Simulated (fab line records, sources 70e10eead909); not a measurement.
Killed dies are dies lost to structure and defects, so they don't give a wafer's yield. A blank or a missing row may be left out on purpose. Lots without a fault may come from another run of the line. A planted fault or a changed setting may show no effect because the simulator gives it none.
A struck lot beside a sound one | flow nand_harc | 18 steps out of a route of 1159
Sound: wafers L255.4, L255.5, L255.6. Struck: wafer L267.6. (L267.4, L267.5 of the same lot were not struck and are left out.) The cause comes at the end.
At each step with rows: each side's tool, then ch and its chambers, then its first start. Under that, the readings that differ: sound wafers | struck wafers | difference of the means | sigmas: that difference in standard deviations of wafers without a fault.
alike: readings whose means differ by less than 2 such deviations, and words and numbers that are the same on both sides. not compared: withheld readings, readings that some wafer has no value for, bounds like >300 that may hide the same value, and numbers for which the record gives no deviation and whose values overlap.
The two part at a step that has a row with sigmas, a row that says differs or no value, or rows on one side only. Numbers that don't overlap but have no deviation are shown without sigmas and don't part them. A reading that every wafer of one side lacks parts them only if that side has two wafers or more.

NHARC_P_M2_ETCH_35: etches the open film in N2/H2, target depth 40 nm, overetch 12 nm, time 43.94 s.
  sound on rie_diel-06 ch 1,2,3, day 6 07:22; struck on rie_diel-06 ch 0, day 9 08:28
  reading                         | sound          | struck | difference | sigmas
  showerhead_plenum_p_Torr (Torr) | 2.03 1.95 1.90 | 2.20   | +0.24      | +2
  alike: drypump_motor_current_A, oes_product_au, rf_vpp_V, throttle_valve_pct
  not compared: rf_hours_counter_h
then, 1 step without rows for these wafers: NHARC_P_M2_ETCH_15 (etches the open film in C4F8/Ar, target depth 182.5 nm, time 91.2 s).
NHARC_P_M2_CD_MEAS_16:
  sound on cd_sem-01, day 6 07:36; struck on cd_sem-03, day 9 08:41
  alike: cd_nm
then, 1 step without rows for these wafers: NHARC_P_M2_STRIP_18 (strips in N2/H2).
NHARC_P_M2_ETCH_28: etches the open film in CF4/N2, target depth 30 nm, time 72.99 s.
  sound on rie_diel-02 ch 0,1; struck on rie_diel-11 ch 1
  reading                     | sound       | struck | difference | sigmas
  drypump_motor_current_A (A) | 4.7 4.7 5.3 | 6.4    | +1.5       | +3
  alike: oes_product_au, rf_vpp_V, showerhead_plenum_p_Torr, throttle_valve_pct
  not compared: rf_hours_counter_h
then, 1 step without rows for these wafers: NHARC_P_M2_STRIP_19 (strips in post etch residue remover, time 600 s).
NHARC_P_M2_DEGAS_29: time 60 s.
  sound on pvd_sputter-02, day 6 08:20; struck on pvd_sputter-02, day 9 09:25
  reading              | sound | struck | difference                   | sigmas
  susceptor_temp_C (C) | - - - | 249.79 | no value on the sound wafers |
  alike: heater_power_w
then, 2 steps without rows for these wafers: NHARC_P_M2_PRE_CLEAN_30 (time 30 s); NHARC_P_M2_PVD_20 (deposits TaN, target thk 5 nm, time 8.06 s).
NHARC_P_M2_PVD_21: deposits Cu, target thk 30 nm, time 20.49 s.
  sound on pvd_sputter-02; struck on pvd_sputter-02
  alike: throttle_valve_pct
then, 2 steps without rows for these wafers: NHARC_P_M2_ECD_22 (material Cu, target thk 400 nm); NHARC_P_M2_ANNEAL_31 (time 90 s).
NHARC_P_M2_CMP_23: polishes, t overpolish 20 s, target thk 144.3 nm.
  sound on cmp-01 ch 0,1,3, day 6 09:26; struck on cmp-03 ch 2, day 9 10:34
  reading                | sound          | struck | difference | sigmas
  motor_current_A (A)    | 13.2 13.0 10.5 | 9.2    | -3.0       | -3
  time_to_endpoint_s (s) | 28 26 33       | 37     | +8         | +3
  alike: edge_zone_pressure_frac, slurry_filter_dp_kPa
NHARC_P_M2_THK_MEAS_24: measures by xrf.
  sound on film_metro-01, day 6 09:42; struck on film_metro-02, day 9 10:47
  reading     | sound             | struck | difference | sigmas
  thk_nm (nm) | 144.5 146.8 145.7 | 149.4  | +3.7       | +2
then, 1 step without rows for these wafers: NHARC_P_M2_SRD_25.
NHARC_P_M2_INSPECT_27:
  sound on defect_inspect-01, day 6 09:52; struck on defect_inspect-02, day 9 10:57
  reading          | sound       | struck | difference | sigmas
  raw_defect_count | 232 244 338 | 4743   | +4472      | +37
NHARC_P_M2_PRE_CLEAN_32: time 12 s.
  sound on pecvd-01 ch 0,1, day 6 09:59; struck on pecvd-03 ch 2, day 9 11:03
  reading            | sound       | struck | difference | sigmas
  heater_power_w (W) | 692 620 702 | 536    | -135       | -2
  alike: susceptor_temp_C
-- the record jumps here: 13 days lie between the struck wafers' starts before and after (it left off in module P_M2 and takes up again in module END, whose first step shown is number 1159 of the route) --
NHARC_END_SORT_01:
  sound on prober-02 ch 0, day 19 09:34; struck on prober-02 ch 0, day 22 11:29
  reading                  | sound           | struck | difference | sigmas
  defect_limited_yield (%) | 97.5 98.2 97.3  | 0      | -98        | -61
  killed_at_array          | 16 9 14         | 40     | +27        | +3
  killed_at_periphery      | 0 2 4           | 637    | +635       | +99 or more
  killed_dies              | 17 12 18        | 677    | +661       | +60
  sort_bin_2_pct (%)       | 0 0.4 0.6       | 1.9    | +1.6       | +2
  sort_bin_3_pct (%)       | 0 0.15 0.15     | 92.17  | +92.07     | +99 or more
  sort_bin_4_pct (%)       | 2.5 1.2 1.9     | 5.9    | +4.0       | +4
  sort_n_pass              | 660 665 659     | 0      | -661       | -60
  sort_rim_yield_pct (%)   | 95.3 100.0 98.1 | 0      | -98        | -38
  sort_yield_pct (%)       | 97.5 98.2 97.3  | 0      | -98        | -61
  alike: killed_at_other, killed_open, killed_short

WHERE THEY PART
First at NHARC_P_M2_ETCH_35; last, within this record, at NHARC_END_SORT_01.

WHY: what the simulator had put in
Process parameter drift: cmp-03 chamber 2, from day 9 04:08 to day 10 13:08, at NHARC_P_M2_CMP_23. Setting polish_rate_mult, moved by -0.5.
